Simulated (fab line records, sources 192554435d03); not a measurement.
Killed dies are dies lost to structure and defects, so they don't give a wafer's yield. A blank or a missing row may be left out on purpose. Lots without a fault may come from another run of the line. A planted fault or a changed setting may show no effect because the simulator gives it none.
A struck lot beside a sound one | flow n5_finfet | 16 steps out of a route of 1938
Sound: wafers L556.2, L556.3, L556.5. Struck: wafers L545.4, L545.5. (L545.1 of the same lot was not struck and is left out.) The cause comes at the end.
At each step with rows: each side's tool, then ch and its chambers, then its first start. Under that, the readings that differ: sound wafers | struck wafers | difference of the means | sigmas: that difference in standard deviations of wafers without a fault.
alike: readings whose means differ by less than 2 such deviations, and words and numbers that are the same on both sides. not compared: withheld readings, readings that some wafer has no value for, bounds like >300 that may hide the same value, and numbers for which the record gives no deviation and whose values overlap.
The two part at a step that has a row with sigmas, a row that says differs or no value, or rows on one side only. Numbers that don't overlap but have no deviation are shown without sigmas and don't part them. A reading that every wafer of one side lacks parts them only if that side has two wafers or more.

first, 2 steps without rows for these wafers: N5_BEOL_M0_SAQP_SRD_93 (time 30 s); N5_BEOL_M0_SAQP_RECESS_114 (chemistry HF/NH3, target SiO2, target depth 14.4 nm, afs cycles 3, sublimation time 60 s).
N5_BEOL_M0_SAQP_SPACER1_ALD_98: deposits SiO2, target thk 12.8 nm, pulse time 1 s, purge time 2 s.
  sound on ald_sin-01 ch 0,3, day 9 23:23; struck on ald_sin-01 ch 0,2, day 7 06:52
  alike: heater_power_w, precursor_pulse_height_rel
N5_BEOL_M0_SAQP_SPACER1_ETCHBACK_99: etches SiO2 in CHF3/O2, target depth 15.4 nm, time 7.7 s.
  sound on rie_diel-02 ch 0,2, day 9 23:56; struck on rie_diel-06 ch 0,1, day 7 07:22
  alike: drypump_motor_current_A, oes_o_777_au, oes_product_au, rf_vpp_V, showerhead_plenum_p_Torr, throttle_valve_pct
  not compared: rf_hours_counter_h
then, 1 step without rows for these wafers: N5_BEOL_M0_SAQP_MANDREL1_REMOVE_100 (chemistry HBr/Cl2/O2, target a-Si, stops on SiNx, bt time 10 s).
N5_BEOL_M0_SAQP_CD_MEAS_25: target cd 13.1 nm.
  sound on cd_sem-02 ch 0, day 10 00:08; struck on cd_sem-03 ch 0, day 7 07:33
  alike: cd_nm
N5_BEOL_M0_SAQP_ETCH_101: etches SiNx in CH3F/O2, target depth 29.9 nm, time 42.7 s.
  sound on rie_diel-04 ch 1,2, day 10 00:10; struck on rie_diel-02 ch 0,2, day 7 07:38
  reading               | sound          | struck    | difference | sigmas
  oes_f_703_au (a.u.)   | 0.74 0.72 0.73 | 0.75 1.06 | +0.18      | +2
  oes_o_777_au (a.u.)   | 0.74 0.70 0.70 | 0.75 1.06 | +0.19      | +2
  oes_product_au (a.u.) | 0.72 0.70 0.71 | 0.75 1.02 | +0.18      | +2
  alike: drypump_motor_current_A, rf_fwd_power_W, rf_vpp_V, showerhead_plenum_p_Torr, throttle_valve_pct
  not compared: rf_hours_counter_h
then, 1 step without rows for these wafers: N5_BEOL_M0_SAQP_ETCH_102 (etches SiO2 in CF4, target depth 4 nm, time 4.4 s).
N5_BEOL_M0_SAQP_MANDREL_ETCH_103: etches a-Si in HBr/Cl2, stops on SiCN, target depth 45 nm, bt time 10 s, time 27 s.
  sound on rie_si-06 ch 0,1,3, day 10 00:19; struck on rie_si-02 ch 1,3, day 7 07:47
  reading                | sound          | struck    | difference | sigmas
  throttle_valve_pct (%) | 35.2 35.4 34.8 | 35.8 36.5 | +1.0       | +2
  alike: HBr_flow_sccm, drypump_motor_current_A, oes_product_au, rf_fwd_power_W
  not compared: rf_hours_counter_h
then, 2 steps without rows for these wafers: N5_BEOL_M0_SAQP_RECESS_104 (chemistry HF/NH3, target SiO2, target depth 18 nm, afs cycles 3, sublimation time 60 s); N5_BEOL_M0_SAQP_COAT_105 (time 60 s, resist thk 100 nm).
N5_BEOL_M0_SAQP_ETCH_106: etches SOC in N2/H2, stops on SiNx, target depth 150 nm.
  sound on rie_diel-02 ch 2,3, day 10 00:56; struck on rie_diel-06 ch 3, day 7 08:19
  reading                     | sound       | struck  | difference | sigmas
  drypump_motor_current_A (A) | 6.3 6.5 6.4 | 5.2 5.2 | -1.2       | -2
  alike: oes_product_au, rf_fwd_power_W, rf_vpp_V, showerhead_plenum_p_Torr, throttle_valve_pct
  not compared: rf_hours_counter_h
N5_BEOL_M0_SAQP_ETCH_107: etches SiNx in CH3F/O2, target depth 30 nm.
  sound on rie_diel-02 ch 2,3, day 10 00:59; struck on rie_diel-06 ch 3, day 7 08:22
  reading                                  | sound             | struck      | difference | sigmas
  drypump_motor_current_A (A)              | 6.3 6.5 6.4       | 5.2 5.2     | -1.2       | -2
  oes_f_703_au (a.u.)                      | 0.73 0.69 0.69    | 0.52 0.52   | -0.18      | -2
  rf_fwd_power_W (W)                       | 391.0 388.6 387.3 | 292.0 293.8 | -96.1      | -57
  rf_vpp_V (V)                             | 285 288 288       | 330 330     | +43        | +6
  model.BEOL_M0_SAQP.feature_depth_nm (nm) | 30.4 28.4 28.2    | 27.2 27.4   | -1.7       |
  alike: oes_o_777_au, oes_product_au, showerhead_plenum_p_Torr, throttle_valve_pct
  not compared: rf_hours_counter_h
then, 1 step without rows for these wafers: N5_BEOL_M0_SAQP_STRIP_108 (strips in N2/H2).
-- the record jumps here: 2 days lie between the struck wafers' starts before and after (it left off in module BEOL_M0_SAQP and takes up again in module BEOL_M4, whose first step shown is number 1111 of the route) --
N5_BEOL_M4_RC_MEAS_101:
  sound on prober-01 ch 0, day 12 22:52; struck on prober-01 ch 0, day 9 17:16
  alike: DIBL_N, DIBL_P, IOFF_N, IOFF_P, ION_N, ION_P, SS_N, SS_P, VT_N, VT_P
N5_PASSIVATION_PROBE_49:
  the record has rows for the sound wafers here (prober-02, day 17 18:26) and none for the struck ones

WHERE THEY PART
First at N5_BEOL_M0_SAQP_ETCH_101; last, within this record, at N5_PASSIVATION_PROBE_49.

WHY: what the simulator had put in
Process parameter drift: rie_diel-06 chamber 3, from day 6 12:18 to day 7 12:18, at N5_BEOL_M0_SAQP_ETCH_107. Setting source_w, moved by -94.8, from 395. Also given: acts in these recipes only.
